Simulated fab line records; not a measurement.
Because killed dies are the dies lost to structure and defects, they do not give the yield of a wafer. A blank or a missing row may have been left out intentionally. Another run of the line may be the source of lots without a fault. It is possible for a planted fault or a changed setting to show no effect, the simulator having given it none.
A lot that was struck, set against a sound lot -- flow n5 finfet -- 41 steps out of a route of 1938
Sound: the wafers L707.1, L707.3, L707.4. The struck wafers were L723.1, L723.3, L723.6. Last of all comes the cause.
Per side, at each step with rows, come the tool, then ch with its chambers, and then its first start. Under that, the readings that differ: sound wafers -- struck wafers -- difference of the means -- sigmas: that difference in standard deviations of wafers without a fault.
alike: readings whose means differ by less than 2 such deviations, and words and numbers that are the same on both sides. not compared: withheld readings, readings that some wafer has no value for, bounds like >300 that may hide the same value, and numbers for which the record gives no deviation and whose values overlap.
A row with sigmas, a row that says differs or no value, or rows on one side alone: a step with any of these is where the two part. Non-overlapping numbers with no deviation appear without sigmas and do not part them. A reading missing from all wafers of one side parts the sides only when that side holds two or more wafers.

first, 4 steps without rows for these wafers: N5_BEOL_M0_WET_ETCH_106 (etches SiO2 in DHF, target depth 130 nm, rinse time 30 s); N5_BEOL_M0_ETCH_128 (etches SiCN in CF4/N2, target depth 12 nm, overetch 5.1 nm, time 21.4 s); N5_BEOL_M0_TRENCH_ETCH_107 (etches SiOC in C4F6/O2, target depth 32.8 nm, time 16.4 s); N5_BEOL_M0_STRIP_142 (strips in N2/H2, time 10 s).
N5_BEOL_M0_OCD_MEAS_108:
  sound on ocd-02 at day 6 18:23; struck on ocd-02 at day 10 16:40
  alike: trench depth nm
then, 5 steps without rows for these wafers: N5_BEOL_M0_HM_STRIP_129 (strips TiN in peroxide tin strip, target depth 17 nm, time 108 s); N5_BEOL_M0_SRD_130 (time 30 s); N5_BEOL_M0_ETCH_109 (etches SiCN in CH3F/O2, target depth 8 nm, overetch 2.4 nm, time 27.4 s); N5_BEOL_M0_STRIP_139 (strips in post etch residue remover, time 60 s); N5_BEOL_M0_SRD_111 (time 30 s).
N5_BEOL_M0_DEGAS_112: time 60 s.
  sound on pvd sputter-02 at day 6 19:03; struck on pvd sputter-02 at day 10 17:23
  alike: heater power w
N5_BEOL_M0_PRE_CLEAN_113: time 30 s.
  sound on pvd sputter-02 at day 6 19:05; struck on pvd sputter-02 at day 10 17:25
  alike: heater power w
N5_BEOL_M0_ALD_136: deposits TaN, pulse time 2 s, purge time 3 s, co reactant purge time 2 s.
  sound on ald metal-03 ch 1,2,3, day 6 19:10; struck on ald metal-01 ch 0,2,3, day 10 17:29
  alike: heater power w
  not compared: since wet clean h
then, 7 steps without rows for these wafers: N5_BEOL_M0_SURFACE_TREAT_137; N5_BEOL_M0_CVD_115 (deposits Co from CCTBA/H2, time 120 s); N5_BEOL_M0_SPUTTER_116 (material Cu, target thk 4 nm, time 7.37 s); N5_BEOL_M0_ANNEAL_117 (time 60 s); N5_BEOL_M0_SPUTTER_132 (material Cu, target thk 4 nm, time 7.37 s); N5_BEOL_M0_ANNEAL_133 (time 60 s); N5_BEOL_M0_SPUTTER_134 (material Cu, target thk 4 nm, time 7.37 s).
N5_BEOL_M0_ANNEAL_135: time 60 s.
  sound on pvd sputter-01 at day 6 19:53; struck on pvd sputter-02 at day 10 19:43
  alike: heater power w
then, 4 steps without rows for these wafers: N5_BEOL_M0_SPUTTER_141 (material Cu, target thk 4 nm, time 7.37 s); N5_BEOL_M0_ECD_118 (material Cu, target thk 300 nm); N5_BEOL_M0_ANNEAL_119 (time 90 s); N5_BEOL_M0_CMP_120 (polishes, stops on SiOC, t overpolish 6.9 s).
N5_BEOL_M0_PRE_CLEAN_131: time 15 s.
  sound on cvd co-02 ch 0,1, day 6 20:56; struck on cvd co-01 ch 0,2, day 10 20:35
  alike: heater power w
  not compared: since wet clean h
N5_BEOL_M0_CO_CAP_123: material Co, precursor CCTBA/H2, target thk 2 nm, time 102.1 s.
  sound on cvd co-02 ch 0,1, day 6 20:59; struck on cvd co-01 ch 0,2, day 10 20:37
  alike: heater power w
  not compared: since wet clean h
then, 2 steps without rows for these wafers: N5_BEOL_M0_PRE_CLEAN_124 (time 15 s); N5_BEOL_M0_DEP_125 (deposits SiCN from 3MS/NH3, target thk 8 nm, time 14 s).
N5_BEOL_M0_RS_MEAS_126: measurement is done with a four-point probe.
  sound on film metro-01 at day 6 21:10; struck on film metro-01 at day 10 20:49
  alike: M0_RS
then, 1 step without rows for these wafers: N5_BEOL_M1_ILD_DEP_00 (deposits SiOC from DEMS/O2, target thk 79 nm, time 15.3 s).
N5_BEOL_M1_THK_MEAS_01:
  sound on film metro-01 at day 6 21:17; struck on film metro-01 at day 10 20:56
  alike: M1_ILD_THK
then, 8 steps without rows for these wafers: N5_BEOL_M1_PECVD_72 (deposits SiO2 from TEOS/O2, target thk 16 nm, time 18 s); N5_BEOL_M1_HM_DEP_02 (deposits TiN, target thk 20 nm); N5_BEOL_M1_COAT_61 (time 60 s, resist thk 60 nm); N5_BEOL_M1_COAT_62 (time 60 s, resist thk 12 nm); N5_BEOL_M1_COAT_73 (time 60 s, resist thk 5 nm); N5_BEOL_M1_COAT_05 (resist thk 30 nm); N5_BEOL_M1_EBR_07; N5_BEOL_M1_SOFTBAKE_06 (time 60 s).
-- the record jumps here: 6 days lie between the struck wafers' starts before and after (it left off in module BEOL_M1 and takes up again in module PASSIVATION, whose first step shown is number 1936 of the route) --
N5_PASSIVATION_PROBE_49:
  record: rows for the struck wafers here (prober-01, day 16 16:49), none for the sound ones

== WHERE THEY PART ==
Within this record, at N5_PASSIVATION_PROBE_49 only.

WHY: the cause the simulator had injected
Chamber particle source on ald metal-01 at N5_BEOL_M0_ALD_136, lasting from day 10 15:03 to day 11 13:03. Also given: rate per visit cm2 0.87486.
